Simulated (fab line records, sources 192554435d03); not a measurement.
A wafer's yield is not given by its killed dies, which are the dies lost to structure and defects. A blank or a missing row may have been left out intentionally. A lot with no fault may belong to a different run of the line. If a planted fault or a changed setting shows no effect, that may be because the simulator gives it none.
Split-lot trial :: flow n5Finfet :: 21 wafers read across 7 lots, on a route 1938 steps long

== THE SPLIT ==
At N5_BEOL_M3_ETCH_41 (etches SiCN in CH3F/O2, target depth 29.9 nm, time 52.5 s), the setting targetDepthA was moved away from the recipe's 299 angstrom on 10 of the 21 wafers read, by -11.1% to +10.0%. For the rest of the wafers, this setting stayed at what the recipe calls for.

Reading taken at the split's own step.

== THE READING ==
etch.depthNm (the simulator's own value, which no gauge read), in nm, at N5_BEOL_M3_ETCH_41 (etches SiCN in CH3F/O2, target depth 29.9 nm, time 52.5 s). The file does not state a usual value for it. Across the 11 wafers here that went through the recipe, the average is 19.95 nm and the standard deviation 0.4 nm.

wafer: L075.1
tool, chamber at the split: rieDiel-05, 1
targetDepthA as run, angstrom: 299
against the recipe: recipe
etch.depthNm, nm: 20.24
against lot-mates on the recipe: -

wafer: L075.3
tool, chamber at the split: rieDiel-05, 3
targetDepthA as run, angstrom: 299
against the recipe: recipe
etch.depthNm, nm: 19.98
against lot-mates on the recipe: -

wafer: L075.5
tool, chamber at the split: rieDiel-05, 0
targetDepthA as run, angstrom: 310.4
against the recipe: +3.8%
etch.depthNm, nm: 20.6
against lot-mates on the recipe: +0.49

wafer: L082.1
tool, chamber at the split: rieDiel-05, 2
targetDepthA as run, angstrom: 299
against the recipe: recipe
etch.depthNm, nm: 20.33
against lot-mates on the recipe: -

wafer: L082.2
tool, chamber at the split: rieDiel-05, 1
targetDepthA as run, angstrom: 299
against the recipe: recipe
etch.depthNm, nm: 20.39
against lot-mates on the recipe: -

wafer: L082.6
tool, chamber at the split: rieDiel-05, 2
targetDepthA as run, angstrom: 299
against the recipe: recipe
etch.depthNm, nm: 20.22
against lot-mates on the recipe: -

wafer: L083.1
tool, chamber at the split: rieDiel-01, 2
targetDepthA as run, angstrom: 275.8
against the recipe: -7.8%
etch.depthNm, nm: 18.67
against lot-mates on the recipe: -1.14

wafer: L083.3
tool, chamber at the split: rieDiel-01, 1
targetDepthA as run, angstrom: 275.8
against the recipe: -7.8%
etch.depthNm, nm: 17.53
against lot-mates on the recipe: -2.28

wafer: L083.4
tool, chamber at the split: rieDiel-01, 3
targetDepthA as run, angstrom: 299
against the recipe: recipe
etch.depthNm, nm: 19.81
against lot-mates on the recipe: -

wafer: L087.1
tool, chamber at the split: rieDiel-06, 3
targetDepthA as run, angstrom: 299
against the recipe: recipe
etch.depthNm, nm: 19.59
against lot-mates on the recipe: -

wafer: L087.2
tool, chamber at the split: rieDiel-06, 2
targetDepthA as run, angstrom: 288.4
against the recipe: -3.5%
etch.depthNm, nm: 19.49
against lot-mates on the recipe: -0.10

wafer: L087.4
tool, chamber at the split: rieDiel-06, 1
targetDepthA as run, angstrom: 288.4
against the recipe: -3.5%
etch.depthNm, nm: 18.76
against lot-mates on the recipe: -0.83

wafer: L093.3
tool, chamber at the split: rieDiel-01, 3
targetDepthA as run, angstrom: 328.8
against the recipe: +10.0%
etch.depthNm, nm: 21.94
against lot-mates on the recipe: +2.54

wafer: L093.5
tool, chamber at the split: rieDiel-01, 1
targetDepthA as run, angstrom: 299
against the recipe: recipe
etch.depthNm, nm: 18.92
against lot-mates on the recipe: -

wafer: L093.6
tool, chamber at the split: rieDiel-01, 3
targetDepthA as run, angstrom: 299
against the recipe: recipe
etch.depthNm, nm: 19.88
against lot-mates on the recipe: -

wafer: L095.2
tool, chamber at the split: rieDiel-01, 1
targetDepthA as run, angstrom: 275.7
against the recipe: -7.8%
etch.depthNm, nm: 17.2
against lot-mates on the recipe: no lot-mate on the recipe

wafer: L095.4
tool, chamber at the split: rieDiel-01, 0
targetDepthA as run, angstrom: 275.7
against the recipe: -7.8%
etch.depthNm, nm: 18.02
against lot-mates on the recipe: no lot-mate on the recipe

wafer: L095.6
tool, chamber at the split: rieDiel-01, 1
targetDepthA as run, angstrom: 275.7
against the recipe: -7.8%
etch.depthNm, nm: 17.29
against lot-mates on the recipe: no lot-mate on the recipe

wafer: L096.1
tool, chamber at the split: rieDiel-05, 0
targetDepthA as run, angstrom: 299
against the recipe: recipe
etch.depthNm, nm: 20.03
against lot-mates on the recipe: -

wafer: L096.3
tool, chamber at the split: rieDiel-05, 3
targetDepthA as run, angstrom: 265.7
against the recipe: -11.1%
etch.depthNm, nm: 17.37
against lot-mates on the recipe: -2.65

wafer: L096.6
tool, chamber at the split: rieDiel-05, 1
targetDepthA as run, angstrom: 299
against the recipe: recipe
etch.depthNm, nm: 20.02
against lot-mates on the recipe: -

FIT RESULTS
A straight line over all 21 wafers: etch.depthNm changes by +0.245 nm for each +1% of targetDepthA; r = +0.94; the points scatter about the line by 0.46 nm.
The same after taking each lot's own level away (the mean of its wafers on the recipe; 18 wafers): +0.227 nm for each +1%; r = +0.95; scatter 0.34 nm.
According to that fit, moving targetDepthA by its largest amount changes the reading by 2.5 nm.
Across the lots, their own levels run from 19.400 to 20.313 nm, a range of 2.3 times the standard deviation given above.
So the lot-to-lot level changes the slope little: the two slopes agree.
Check: -2.42 nm against its lot-mates is what the line predicts for one of the wafers moved furthest among these (-11.1%) when that wafer is left out of the fit. It came out at -2.65 nm against them.

== FURTHER SPLITS ON THESE WAFERS ==
Note: prior to the reading, these wafers also went through further splits. Each is held against what the fit with the lots' levels taken away leaves over:
other split on the same wafers: N5_BEOL_M2_DESCUM_16 timeS
wafers away from the commonest value: 7
r with etch.depthNm (lot level and that fit taken away): +0.13

other split on the same wafers: N5_BEOL_M3_COAT_05 spinRpm
wafers away from the commonest value: 8
r with etch.depthNm (lot level and that fit taken away): +0.09

other split on the same wafers: N5_BEOL_M3_ETCH_64 timeS
wafers away from the commonest value: 3
r with etch.depthNm (lot level and that fit taken away): +0.02

== FILE'S OWN FIT ==
etch.depthNm changes by +0.231 nm for each +1% of targetDepthA, r = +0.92.
